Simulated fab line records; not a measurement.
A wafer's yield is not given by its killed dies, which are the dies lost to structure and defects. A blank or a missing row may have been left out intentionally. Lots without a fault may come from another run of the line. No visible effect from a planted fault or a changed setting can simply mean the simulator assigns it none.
Struck lot and sound lot, side by side :: flow n5-finfet :: 14 out of 1938 route steps
Sound: these wafers, L140.2, L140.3, L140.5. Struck: wafers L154.1, L154.2 (left out: L154.5, a lot-mate that was not struck); the cause follows at the end.
Per side, at each step with rows, come the tool, then ch with its chambers, and then its first start. Under that, the readings that differ: sound wafers :: struck wafers :: difference of the means :: sigmas: that difference in standard deviations of wafers without a fault.
alike: readings whose means differ by less than 2 such deviations, and words and numbers that are the same on both sides. not compared: withheld readings, readings that some wafer has no value for, bounds like >300 that may hide the same value, and numbers for which the record gives no deviation and whose values overlap.
The two part at a step that has a row with sigmas, a row that says differs or no value, or rows on one side only. Numbers that have no deviation but don't overlap get no sigmas and don't part them. Lack of a reading on every wafer of one side parts them only where that side has two or more wafers.

first, 7 steps without rows for these wafers: N5_BEOL_M11_COAT_64 (time 60 s, resist thk 30 nm); N5_BEOL_M11_COAT_22 (resist thk 90 nm); N5_BEOL_M11_EBR_24; N5_BEOL_M11_SOFTBAKE_23 (time 60 s); N5_BEOL_M11_EXPOSE_25 (exposes mask V10); N5_BEOL_M11_PEB_26 (peb time 60 s); N5_BEOL_M11_DEVELOP_27 (develop time 30 s).
N5_BEOL_M11_CD_MEAS_28 targets a cd of 70 nm.
  sound on cd-sem-03 ch 0, day 11 06:58; struck on cd-sem-03 ch 0, day 14 20:45
  alike: cd-nm
N5_BEOL_M11_OVL_MEAS_29:
  sound on overlay-02 ch 0, day 11 07:00; struck on overlay-01 ch 0, day 14 20:47
  alike: V10_OVL
N5_BEOL_M11_INSPECT_30: inspects for defects (brightfield).
  struck on defect-inspect-02, day 14 20:49; sound on defect-inspect-02, day 11 07:01
  alike: raw-defect-count
N5_BEOL_M11_DESCUM_33: chemistry O2, time 7.9 s.
  sound on rie-diel-04 ch 1,2, day 11 07:04; struck on rie-diel-03 ch 1,3, day 14 20:50
reading: drypump-motor-current-A (A)
sound: 5.1 4.9 5.1
struck: 6.1 6.3
difference: +1.2
sigmas: +2
  alike: oes-product-au, rf-vpp-V, showerhead-plenum-p-Torr, throttle-valve-pct
  not compared: rf-hours-counter-h
N5_BEOL_M11_ETCH_65: etches SiARC in CF4, target depth 39 nm, time 65 s.
  sound on rie-diel-04 ch 1,2, day 11 07:05; struck on rie-diel-03 ch 1,3, day 14 20:53
reading: drypump-motor-current-A (A)
sound: 5.1 4.9 5.1
struck: 6.0 6.3
difference: +1.1
sigmas: +2
  alike: etch-rf-on-time-s, mfc-ar-sccm, oes-product-au, rf-vpp-V, showerhead-plenum-p-Torr, throttle-valve-pct
  not compared: rf-hours-counter-h
N5_BEOL_M11_ETCH_66: etches SOC in N2/H2, target depth 120 nm, overetch 24 nm, time 180 s.
  sound on rie-diel-04 ch 1,2, day 11 07:08; struck on rie-diel-03 ch 1,3, day 14 20:56
reading: drypump-motor-current-A (A)
sound: 5.1 4.9 5.1
struck: 6.1 6.3
difference: +1.2
sigmas: +2

reading: model.etch.depth-nm (nm)
sound: 99.97 99.91 100.1
struck: 96.03 99.2
difference: -2.38
sigmas: 

reading: model.SiARC_of_BEOL_M11_COAT_64.thk-nm (nm)
sound: 22.6 22.8 22.8
struck: 25.2 25
difference: +2.4
sigmas: 
  alike: oes-product-au, rf-vpp-V, showerhead-plenum-p-Torr, throttle-valve-pct
  not compared: rf-hours-counter-h
then, 1 step without rows for these wafers: N5_BEOL_M11_STRIP_69 (strips in N2/H2).

WHERE THEY PART
First at N5_BEOL_M11_DESCUM_33; last, within this record, at N5_BEOL_M11_ETCH_66.

WHY: whatever the simulator had introduced
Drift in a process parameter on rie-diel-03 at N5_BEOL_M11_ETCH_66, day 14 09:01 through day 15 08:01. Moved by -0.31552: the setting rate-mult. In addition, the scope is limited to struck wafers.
